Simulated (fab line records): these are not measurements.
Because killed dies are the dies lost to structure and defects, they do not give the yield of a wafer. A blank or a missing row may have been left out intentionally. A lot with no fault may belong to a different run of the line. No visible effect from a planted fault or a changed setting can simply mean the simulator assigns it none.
What tool caused it? + flow n5Finfet + 10 lots, 30 wafers sampled, at 4 steps of a route of 1938

WHAT THE GAUGES SHOWED, per wafer
N5_MIM_BOT_LITHO_OVL_MEAS_11.
| lot  | measured     | on         | MIM_BOT_OVL (nm) |
|------|--------------|------------|------------------|
| L364 | day 12 19:34 | overlay-01 | -10 -17 -15      |
| L366 | day 13 00:43 | overlay-01 | -14 -11 -20      |
| L367 | day 13 09:40 | overlay-02 | -9 -1 -8         |
| L372 | day 14 13:10 | overlay-02 | -4 2 3           |
| L377 | day 15 17:57 | overlay-01 | -2 5 1           |
| L378 | day 15 18:31 | overlay-01 | 4 -3 0           |
| L379 | day 15 22:58 | overlay-02 | -4 5 2           |
| L380 | day 16 02:02 | overlay-01 | 4 13 8           |
| L387 | day 18 03:30 | overlay-02 | -7 -11 -4        |
| L386 | day 18 09:29 | overlay-01 | -5 4 4           |

N5_PASSIVATION_INSPECT_61: inspects for defects (macro).
| lot  | measured     | on               | rawDefectCount |
|------|--------------|------------------|----------------|
| L364 | day 12 21:03 | defectInspect-01 | 1 0 3          |
| L366 | day 13 02:26 | defectInspect-01 | 1 5 3          |
| L367 | day 13 13:12 | defectInspect-02 | 1 2 3          |
| L372 | day 14 18:41 | defectInspect-01 | >300 >300 >300 |
| L377 | day 15 21:25 | defectInspect-01 | 300 >300 >300  |
| L378 | day 15 21:15 | defectInspect-01 | 0 3 2          |
| L379 | day 16 02:24 | defectInspect-01 | 2 2 2          |
| L380 | day 16 03:43 | defectInspect-02 | 2 6 1          |
| L387 | day 18 05:55 | defectInspect-01 | 1 1 2          |
| L386 | day 18 12:05 | defectInspect-01 | 1 3 1          |

WHAT TOOL EACH LOT RAN ON (gives the tool, then ch and the chambers of the sampled wafers, and finally the start)
| lot  | N5_MIM_BOT_ETCH_ETCH_03          | N5_PASSIVATION_PECVD_01         |
|------|----------------------------------|---------------------------------|
| L364 | rieMetal-02 ch 0, day 12 19:47   | pecvd-04 ch 0,2, day 12 20:32   |
| L366 | rieMetal-01 ch 1, day 13 00:56   | pecvd-04 ch 0,1,2, day 13 01:42 |
| L367 | rieMetal-02 ch 0,1, day 13 09:59 | pecvd-04 ch 0,1, day 13 10:48   |
| L372 | rieMetal-02 ch 0,1, day 14 13:28 | pecvd-01 ch 1,2, day 14 14:15   |
| L377 | rieMetal-02 ch 0,1, day 15 18:11 | pecvd-02 ch 0,1,2, day 15 18:58 |
| L378 | rieMetal-01 ch 0, day 15 18:49   | pecvd-02 ch 0,2, day 15 19:46   |
| L379 | rieMetal-03 ch 0,1, day 15 23:11 | pecvd-04 ch 0,1,2, day 16 00:01 |
| L380 | rieMetal-01 ch 0, day 16 02:16   | pecvd-02 ch 1,2, day 16 03:15   |
| L387 | rieMetal-01 ch 0,1, day 18 03:52 | pecvd-01 ch 0,1,2, day 18 04:38 |
| L386 | rieMetal-02 ch 0,1, day 18 09:42 | pecvd-02 ch 0,1,2, day 18 10:38 |
- N5_MIM_BOT_ETCH_ETCH_03: etches the open film in Cl2/BCl3, target depth 12 nm.
- N5_PASSIVATION_PECVD_01: deposits SiNx from SiH4/NH3/N2, target thk 200 nm, time 43.2 s.

WHAT THE TOOLS THEMSELVES READ (means of the sampled wafers that have a number; where no wafer has one, the mark that the record gives instead)
N5_MIM_BOT_ETCH_ETCH_03.
| lot  | tool        | drypumpMotorCurrentA (A) | oesProductAu (a.u.) | throttleValvePct (%) |
|------|-------------|--------------------------|---------------------|----------------------|
| L364 | rieMetal-02 | 5.4                      | 0.62                | 27.92                |
| L366 | rieMetal-01 | 6.3                      | 0.65                | 27.18                |
| L367 | rieMetal-02 | 5.4                      | 0.69                | 27.80                |
| L372 | rieMetal-02 | 5.5                      | 0.88                | 27.61                |
| L377 | rieMetal-02 | 5.5                      | 0.85                | 27.61                |
| L378 | rieMetal-01 | 5.7                      | 0.75                | 27.56                |
| L379 | rieMetal-03 | 4.9                      | 0.71                | 27.61                |
| L380 | rieMetal-01 | 5.7                      | 0.75                | 27.54                |
| L387 | rieMetal-01 | 5.9                      | 0.81                | 27.43                |
| L386 | rieMetal-02 | 5.4                      | 0.86                | 27.71                |

N5_PASSIVATION_PECVD_01.
| lot  | tool     | heaterPowerW (W) | showerheadPlenumPTorr (Torr) | throttleValvePct (%) |
|------|----------|------------------|------------------------------|----------------------|
| L364 | pecvd-04 | 380              | 8.57                         | 26.6                 |
| L366 | pecvd-04 | 359              | 8.64                         | 27.5                 |
| L367 | pecvd-04 | 325              | 8.65                         | 28.2                 |
| L372 | pecvd-01 | 362              | 8.62                         | 28.6                 |
| L377 | pecvd-02 | 365              | 8.70                         | 30.0                 |
| L378 | pecvd-02 | 366              | 8.72                         | 29.7                 |
| L379 | pecvd-04 | 357              | 8.65                         | 27.6                 |
| L380 | pecvd-02 | 335              | 8.69                         | 28.9                 |
| L387 | pecvd-01 | 383              | 8.61                         | 30.0                 |
| L386 | pecvd-02 | 370              | 8.69                         | 28.6                 |

THE ANSWER, worked out from the rows above alone
Rule: usual is defined by the lots themselves. The widest of any qualifying gaps counts: lots, ordered by their means at a reading, are off when they make up no more than a third of the lots, leave a main group of 4 or more, and stand apart from it by 3 or more times the standard deviation of that group's means. A main group is skipped when, at the precision printed for the reading in the tables above, its means are all equal. Also off: a lot with no number at a reading for which 4 or more lots have one. Where the step has rows for the other lots, those lots are counted as sound. After the gauges, taken in route order, come the tools' own readings; for these a lot's mean is taken, as printed above. The first step at which some lot is off is used, and at that step the reading that is off furthest; a lot without a number counts as furthest.
Off: L372, L377 (N5_PASSIVATION_INSPECT_61, rawDefectCount). Without a number there: L372. For the main group the mean is 2.0 and the standard deviation 0.62.
A tool fits if, at a process step before that reading, it ran every lot that is off, and no sound lot after the first of them. Those tools and the gauges at N5_PASSIVATION_INSPECT_61 are tried in the same way. Of those tried, none fits.

WHAT THE SIMULATOR HAD INSERTED
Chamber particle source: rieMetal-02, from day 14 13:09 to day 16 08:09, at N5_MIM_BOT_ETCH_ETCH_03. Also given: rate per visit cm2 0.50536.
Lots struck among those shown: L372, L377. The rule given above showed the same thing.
